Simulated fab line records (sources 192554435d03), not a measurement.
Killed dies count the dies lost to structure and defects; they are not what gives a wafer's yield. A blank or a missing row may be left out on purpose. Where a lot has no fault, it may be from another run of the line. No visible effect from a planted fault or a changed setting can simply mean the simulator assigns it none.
Matching of chambers / flow n5Finfet / pecvd-04 running N5_BEOL_M11_DEP_56: 3 sister chambers
The step deposits SiCN from 3MS/NH3, target thk 30 nm, time 10.5 s. 3 wafers are shown with their chamber, then 12 later ones without.

## WAFERS WITH THEIR CHAMBER
wafer=L090.4; chamber=1; throttleValvePct (%)=19.9
wafer=L090.5; chamber=2; throttleValvePct (%)=17.5
wafer=L090.6; chamber=0; throttleValvePct (%)=18.7

## WAFERS WITHOUT THEIR CHAMBER
wafer=L091.2; throttleValvePct (%)=18.7
wafer=L091.4; throttleValvePct (%)=20.3
wafer=L091.6; throttleValvePct (%)=17.4
wafer=L094.1; throttleValvePct (%)=17.4
wafer=L094.2; throttleValvePct (%)=18.6
wafer=L094.6; throttleValvePct (%)=20.3
wafer=L093.1; throttleValvePct (%)=18.8
wafer=L093.2; throttleValvePct (%)=17.3
wafer=L093.6; throttleValvePct (%)=18.6
wafer=L095.2; throttleValvePct (%)=20.3
wafer=L095.3; throttleValvePct (%)=18.8
wafer=L095.6; throttleValvePct (%)=17.5

## THE CHAMBER EACH PASSED THROUGH
wafer=L091.2; from the rows above=0; in truth=0
wafer=L091.4; from the rows above=1; in truth=1
wafer=L091.6; from the rows above=2; in truth=2
wafer=L094.1; from the rows above=2; in truth=2
wafer=L094.2; from the rows above=0; in truth=0
wafer=L094.6; from the rows above=1; in truth=1
wafer=L093.1; from the rows above=0; in truth=0
wafer=L093.2; from the rows above=2; in truth=2
wafer=L093.6; from the rows above=0; in truth=0
wafer=L095.2; from the rows above=1; in truth=1
wafer=L095.3; from the rows above=0; in truth=0
wafer=L095.6; from the rows above=2; in truth=2
Correct placement for 12 of the 12. Left unplaced by these rows: 0. 0 placed wrongly.
How it was worked out, from the rows above alone: a wafer's distance from a chamber is the root of the sum, over the readings, of the square of ((its reading less the chamber's mean) divided by the reading's scatter). The wafer belongs to the nearest chamber; if the next one is less than 2 further off, it can't be placed. For every chamber, the mean is computed from those of its wafers that are shown. The scatter: with one shown wafer a chamber, the root of the mean of the squares of how far each hidden wafer lies from its nearest shown one.
